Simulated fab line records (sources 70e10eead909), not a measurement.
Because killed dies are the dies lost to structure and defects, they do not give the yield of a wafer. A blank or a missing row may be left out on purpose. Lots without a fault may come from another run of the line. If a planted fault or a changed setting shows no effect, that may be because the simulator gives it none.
What tool caused it?    flow nandHarc    6 lots, 18 wafers sampled, at 6 steps of a route of 1302

== WHAT EACH GAUGE READ, for each wafer ==
NHARC_END_SORT_01.
lot   measured      on         killedAtOther
L290  day 30 01:36  prober-02  0 0 0
L292  day 32 03:11  prober-02  0 2 0
L296  day 33 01:19  prober-01  0 0 0
L298  day 34 03:35  prober-02  4 4 5

== EACH LOT AND THE TOOL THAT RAN IT (in order: tool; ch and the chambers of the sampled wafers; start) ==
lot   NHARC_P_GATE_DESCUM_93             NHARC_P_CONTACT_CMP_01         NHARC_P_CONTACT_STRIP_28           NHARC_P_CONTACT_CVD_23        NHARC_P_CONTACT_CMP_24
L278  rieDiel-02 ch 0,1,2, day 7 00:21   cmp-03 ch 1,2,3, day 7 04:02   rieDiel-01 ch 1,2,3, day 7 05:52   cvdW-02 ch 0,1, day 7 06:58   cmp-01 ch 0,2,3, day 7 07:36
L280  rieDiel-02 ch 1,2,3, day 8 02:07   cmp-01 ch 0,3, day 8 06:16     rieDiel-01 ch 2,3, day 8 08:13     cvdW-02 ch 0,1, day 8 09:19   cmp-03 ch 1,2,3, day 8 09:58
L290  rieDiel-13 ch 1,2, day 11 18:28    cmp-04 ch 0,2,3, day 11 22:16  rieDiel-05 ch 0,2,3, day 12 00:10  cvdW-02 ch 0,1, day 12 01:25  cmp-04 ch 1,2, day 12 01:55
L292  rieDiel-02 ch 1,3, day 12 23:23    cmp-04 ch 1,3, day 13 03:04    rieDiel-01 ch 0,1,3, day 13 05:04  cvdW-02 ch 1, day 13 06:07    cmp-03 ch 0,3, day 13 06:48
L296  rieDiel-02 ch 0,1,3, day 14 06:40  cmp-01 ch 1,2,3, day 14 10:21  rieDiel-01 ch 2,3, day 14 12:28    cvdW-01 ch 0,1, day 14 13:33  cmp-03 ch 2,3, day 14 14:13
L298  rieDiel-02 ch 0,1,2, day 15 10:02  cmp-04 ch 0,1,3, day 15 14:01  rieDiel-05 ch 1,3, day 15 15:56    cvdW-02 ch 0,1, day 15 17:04  cmp-03 ch 0,1,2, day 15 17:46
- NHARC_P_GATE_DESCUM_93: chemistry O2, time 3 s.
- NHARC_P_CONTACT_CMP_01: polishes SiO2, target thk 200 nm.
- NHARC_P_CONTACT_STRIP_28: strips in O2.
- NHARC_P_CONTACT_CVD_23: deposits W, target thk 200 nm, time 557 s.
- NHARC_P_CONTACT_CMP_24: polishes, t overpolish 30 s, target thk 200 nm.

== THE ANSWER, worked out from the rows above alone ==
Rule: what is usual is taken from the lots themselves. Put in order of their means at a reading, lots are off if they are a third of the lots or fewer, leave a main group of 4 or more, and stand apart from it by a gap of 3 or more times the standard deviation of the main group's means; of several such gaps the widest counts. A main group is skipped when, at the precision printed for the reading in the tables above, its means are all equal. A lot without any number at a reading at which 4 lots or more have one is off too. The other lots that the step has rows for count as sound.
None of the lots is off at any reading shown; this tells nothing.

== WHAT THE SIMULATOR PUT IN ==
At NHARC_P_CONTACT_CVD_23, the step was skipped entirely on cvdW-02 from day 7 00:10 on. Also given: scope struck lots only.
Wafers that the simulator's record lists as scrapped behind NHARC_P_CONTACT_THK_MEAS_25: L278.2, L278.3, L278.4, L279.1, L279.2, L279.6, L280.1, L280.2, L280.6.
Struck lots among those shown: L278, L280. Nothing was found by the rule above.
